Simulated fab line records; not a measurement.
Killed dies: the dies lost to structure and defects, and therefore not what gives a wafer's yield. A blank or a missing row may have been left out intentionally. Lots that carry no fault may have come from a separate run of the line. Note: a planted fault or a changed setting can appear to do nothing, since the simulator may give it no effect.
Matching of chambers	flow n5Finfet	N5_BEOL_M6_CMP_52 on cmp-01: 4 sister chambers
The step polishes, stops on SiCOH lowk, t overpolish 6.9 s, target thk 80 nm. 14 wafers are shown with their chamber, then 7 later ones without.

EACH WAFER AND ITS CHAMBER
wafer	chamber	motorCurrentA (A)	barrierFieldEndpointS (s)	timeToEndpointS (s)
L077.3	3	7.7	29.5	63
L077.4	0	6.4	28.6	57
L077.5	3	7.7	29.3	63
L078.1	0	6.4	28.1	62
L078.3	1	6.7	28.3	62
L078.4	3	8.2	29.1	64
L087.3	1	6.5	28.9	59
L087.4	0	6.1	29.5	62
L087.5	3	8.3	29.0	65
L089.2	0	6.4	28.5	64
L089.5	0	6.2	28.5	59
L089.6	3	7.9	31.0	67
L091.1	1	6.7	28.7	60
L091.3	2	7.2	30.0	65

SIGNATURES (averages over the wafers above)
reading	chamber 0	chamber 1	chamber 2	chamber 3	scatter within a chamber
motorCurrentA	6.300	6.633	7.200	7.960	0.205
barrierFieldEndpointS	28.640	28.633	30.000	29.580	0.627
timeToEndpointS	60.80	60.33	65.00	64.40	2.16
Rule: for each reading, subtract the chamber's mean from the wafer's reading, divide by that reading's scatter and square the result; add these up over the readings and take the root, which gives the wafer's distance from the chamber. The wafer belongs to the nearest chamber; if the next one is less than 2 further off, it can't be placed. The scatter is the square root of a quotient: the sum, over the shown wafers, of each reading's squared deviation from its chamber's mean, divided by wafers minus chambers.

WAFERS MISSING THEIR CHAMBER
wafer	motorCurrentA (A)	barrierFieldEndpointS (s)	timeToEndpointS (s)
L091.6	7.3	30.1	65
L095.4	6.4	29.5	61
L095.5	7.8	29.0	61
L095.6	6.4	29.0	65
L097.2	6.5	28.3	62
L097.4	6.2	29.4	62
L097.5	7.0	30.4	69

WHICH CHAMBER EACH ONE RAN IN
wafer	from the rows above	in truth
L091.6	2	2
L095.4	can't be placed: 0 or 1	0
L095.5	can't be placed: 3 or 2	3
L095.6	can't be placed: 0 or 1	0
L097.2	can't be placed: 1 or 0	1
L097.4	can't be placed: 0 or 1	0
L097.5	2	2
2 of 7 placed correctly. These rows do not allow placing 5 (true chamber among the candidates in 5). Number placed wrongly: 0.
